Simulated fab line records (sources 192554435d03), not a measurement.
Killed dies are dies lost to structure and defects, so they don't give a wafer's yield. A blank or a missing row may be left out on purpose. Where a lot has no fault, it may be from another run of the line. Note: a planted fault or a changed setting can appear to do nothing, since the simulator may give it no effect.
Which of the tools did it? -- flow n5-finfet -- 11 lots, 32 wafers sampled, at 4 steps of a route of 1938

## WHAT EACH GAUGE READ, for each wafer
N5_BEOL_M11_CD_MEAS_18: pitch 140 nm, target cd 70 nm.
lot,measured,on,cd-nm (nm)
L965,day 12 07:22,cd-sem-02,69.4 70.7 70.1
L966,day 12 14:01,cd-sem-02,68.8 69.1 69.8
L967,day 12 20:58,cd-sem-03,69.7 70.2 69.2
L971,day 13 14:35,cd-sem-03,69.5 69.2 69.7
L969,day 13 19:18,cd-sem-03,69.1 70.3
L974,day 14 03:40,cd-sem-02,69.1 69.4 68.9
L981,day 16 08:40,cd-sem-03,70.5 70.3 69.7
L982,day 16 22:30,cd-sem-02,69.3 68.8 70.4
L984,day 17 01:26,cd-sem-01,70.9 69.8 69.3
L985,day 17 06:13,cd-sem-03,71.1 69.4 68.9
L986,day 17 15:03,cd-sem-03,69.9 70.5 69.5

N5_BEOL_M11_INSPECT_30: inspects for defects (brightfield).
lot,measured,on,raw-defect-count
L965,day 12 07:50,defect-inspect-01,351 334 335
L966,day 12 14:43,defect-inspect-02,443 481 604
L967,day 13 01:35,defect-inspect-01,473 407 722
L971,day 13 15:31,defect-inspect-01,541 426 391
L969,day 13 20:39,defect-inspect-02,550 598
L974,day 14 07:25,defect-inspect-02,536 523 526
L981,day 16 09:16,defect-inspect-02,445 924 637
L982,day 16 23:58,defect-inspect-01,385 1090 290
L984,day 17 01:53,defect-inspect-02,362 517 453
L985,day 17 07:44,defect-inspect-01,291 333 353
L986,day 17 15:30,defect-inspect-01,278 314 300

## WHICH TOOL RAN EACH LOT (tool, then ch and the chambers of the sampled wafers, then the start)
lot,N5_BEOL_M11_STRIP_67,N5_BEOL_M11_HM_OPEN_17
L965,"rie-diel-01 ch 1,2,3, day 12 07:09","rie-metal-02 ch 0,1, day 12 07:11"
L966,"rie-diel-02 ch 1,3, day 12 13:46","rie-metal-03 ch 0,1, day 12 13:50"
L967,"rie-diel-01 ch 0,2,3, day 12 20:43","rie-metal-02 ch 0,1, day 12 20:46"
L971,"rie-diel-02 ch 1,2,3, day 13 14:22","rie-metal-02 ch 0,1, day 13 14:25"
L969,"rie-diel-02 ch 1,3, day 13 19:05","rie-metal-02 ch 0,1, day 13 19:09"
L974,"rie-diel-02 ch 0,1, day 14 03:26","rie-metal-03 ch 0,1, day 14 03:29"
L981,"rie-diel-01 ch 0,1,2, day 16 08:26","rie-metal-03 ch 0,1, day 16 08:28"
L982,"rie-diel-02 ch 0,1,2, day 16 22:11","rie-metal-03 ch 0,1, day 16 22:13"
L984,"rie-diel-02 ch 0,1, day 17 01:09","rie-metal-02 ch 0,1, day 17 01:11"
L985,"rie-diel-01 ch 0,1, day 17 06:00","rie-metal-02 ch 0,1, day 17 06:02"
L986,"rie-diel-02 ch 1,3, day 17 14:49","rie-metal-02 ch 0,1, day 17 14:53"
- N5_BEOL_M11_STRIP_67: strips in CF4.
- N5_BEOL_M11_HM_OPEN_17: chemistry Cl2/BCl3, target TiN, target depth 20 nm, overetch 6 nm.

## AS READ BY THE TOOLS THEMSELVES (means over the sampled wafers that have a number; for cases with no such wafer, the mark the record gives instead)
N5_BEOL_M11_STRIP_67.
lot,tool,drypump-motor-current-A (A),oes-product-au (a.u.),rf-vpp-V (V),showerhead-plenum-p-Torr (Torr),throttle-valve-pct (%)
L965,rie-diel-01,5.80,0.76,271.4,1.79,13.66
L966,rie-diel-02,5.98,0.88,271.2,1.83,13.45
L967,rie-diel-01,5.60,0.80,269.9,1.77,13.42
L971,rie-diel-02,5.85,0.78,272.1,1.84,13.65
L969,rie-diel-02,6.06,0.82,272.0,1.83,13.53
L974,rie-diel-02,6.15,0.70,270.7,1.80,13.71
L981,rie-diel-01,5.83,0.78,270.8,1.79,13.66
L982,rie-diel-02,5.87,0.69,270.9,1.79,13.82
L984,rie-diel-02,5.99,0.68,270.0,1.74,13.78
L985,rie-diel-01,6.04,0.73,271.1,1.83,13.91
L986,rie-diel-02,6.15,0.75,271.5,1.83,13.64

N5_BEOL_M11_HM_OPEN_17.
lot,tool,drypump-motor-current-A (A),oes-product-au (a.u.),throttle-valve-pct (%)
L965,rie-metal-02,5.70,0.61,22.07
L966,rie-metal-03,5.92,0.78,22.09
L967,rie-metal-02,5.83,0.64,21.99
L971,rie-metal-02,5.84,0.63,22.01
L969,rie-metal-02,5.78,0.61,22.04
L974,rie-metal-03,5.89,0.73,22.01
L981,rie-metal-03,5.89,0.71,22.03
L982,rie-metal-03,5.87,0.70,22.03
L984,rie-metal-02,5.84,0.62,22.00
L985,rie-metal-02,5.83,0.62,22.02
L986,rie-metal-02,5.71,0.59,22.10

## THE ANSWER, worked out from the rows above alone
Rule: what is usual is taken from the lots themselves. Put in order of their means at a reading, lots are off if they are a third of the lots or fewer, leave a main group of 4 or more, and stand apart from it by a gap of 3 or more times the standard deviation of the main group's means; of several such gaps the widest counts. A main group is skipped when, at the precision printed for the reading in the tables above, its means are all equal. A lot without any number at a reading at which 4 lots or more have one is off too. All remaining lots with rows at the step are treated as sound. The gauges are gone through in route order, then the tools' own readings, and for those a lot's mean is taken as printed above. The first step at which some lot is off is used, and at that step the reading that is off furthest; a lot without a number counts as furthest.
None of the lots is off at any reading shown; this tells nothing.

## WHAT THE SIMULATOR HAD PUT IN
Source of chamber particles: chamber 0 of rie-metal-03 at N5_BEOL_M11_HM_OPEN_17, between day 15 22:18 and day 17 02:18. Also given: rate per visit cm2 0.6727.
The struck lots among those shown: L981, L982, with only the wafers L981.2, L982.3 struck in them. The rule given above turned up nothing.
